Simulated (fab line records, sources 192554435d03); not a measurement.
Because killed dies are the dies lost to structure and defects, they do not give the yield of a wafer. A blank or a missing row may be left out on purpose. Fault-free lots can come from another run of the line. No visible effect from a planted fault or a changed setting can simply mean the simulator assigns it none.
Chamber matching | flow n5 finfet | N5_BEOL_M5_STRIP_36 on rie diel-04 has 4 sister chambers
The step strips in N2/H2. 18 wafers are shown with their chamber, then 9 later ones without.

== WAFERS WITH THEIR CHAMBER ==
wafer  | chamber | showerhead plenum p Torr (Torr) | oes product au (a.u.) | throttle valve pct (%)
L077.1 | 3       | 2.40                            | 0.71                  | 23.87
L077.3 | 0       | 2.51                            | 0.72                  | 23.81
L077.6 | 2       | 2.51                            | 0.97                  | 23.49
L081.1 | 3       | 2.40                            | 0.70                  | 23.89
L081.3 | 0       | 2.51                            | 0.71                  | 23.82
L081.6 | 3       | 2.40                            | 0.71                  | 23.87
L082.1 | 3       | 2.40                            | 0.71                  | 23.88
L082.4 | 1       | 2.65                            | 0.73                  | 23.77
L082.5 | 1       | 2.65                            | 0.73                  | 23.80
L080.1 | 3       | 2.40                            | 0.69                  | 23.85
L080.4 | 2       | 2.51                            | 0.95                  | 23.49
L080.5 | 0       | 2.51                            | 0.70                  | 23.79
L086.2 | 0       | 2.50                            | 0.72                  | 23.82
L086.3 | 3       | 2.40                            | 0.69                  | 23.88
L086.6 | 1       | 2.65                            | 0.73                  | 23.76
L087.3 | 1       | 2.64                            | 0.72                  | 23.81
L087.4 | 3       | 2.40                            | 0.69                  | 23.88
L087.5 | 3       | 2.40                            | 0.69                  | 23.89

SIGNATURES (means of the wafers above)
reading                  | chamber 0 | chamber 1 | chamber 2 | chamber 3 | scatter within a chamber
showerhead plenum p Torr | 2.5075    | 2.6475    | 2.5100    | 2.4000    | 0.00327
oes product au           | 0.7125    | 0.7275    | 0.9600    | 0.6987    | 0.0094
throttle valve pct       | 23.8100   | 23.7850   | 23.4900   | 23.8762   | 0.0158
Rule: for each reading, subtract the chamber's mean from the wafer's reading, divide by that reading's scatter and square the result; add these up over the readings and take the root, which gives the wafer's distance from the chamber. If the next closest chamber is less than 2 further off than the closest, the wafer can't be placed; otherwise it belongs to the closest. The scatter is the square root of a quotient: the sum, over the shown wafers, of each reading's squared deviation from its chamber's mean, divided by wafers minus chambers.

== WAFERS WITHOUT THEIR CHAMBER ==
wafer  | showerhead plenum p Torr (Torr) | oes product au (a.u.) | throttle valve pct (%)
L090.1 | 2.50                            | 0.70                  | 23.83
L090.2 | 2.64                            | 0.72                  | 23.77
L090.6 | 2.50                            | 0.70                  | 23.83
L092.2 | 2.50                            | 0.90                  | 23.51
L092.4 | 2.64                            | 0.71                  | 23.80
L092.6 | 2.50                            | 0.70                  | 23.83
L096.1 | 2.49                            | 0.68                  | 23.86
L096.3 | 2.50                            | 0.89                  | 23.50
L096.5 | 2.64                            | 0.70                  | 23.82

== EACH ONE'S CHAMBER ==
wafer  | from the rows above | in truth
L090.1 | 0                   | 0
L090.2 | 1                   | 1
L090.6 | 0                   | 0
L092.2 | 2                   | 2
L092.4 | 1                   | 1
L092.6 | 0                   | 0
L096.1 | 0                   | 0
L096.3 | 2                   | 2
L096.5 | 1                   | 1
Correct placement for 9 of the 9. Left unplaced by these rows: 0. Number placed wrongly: 0.
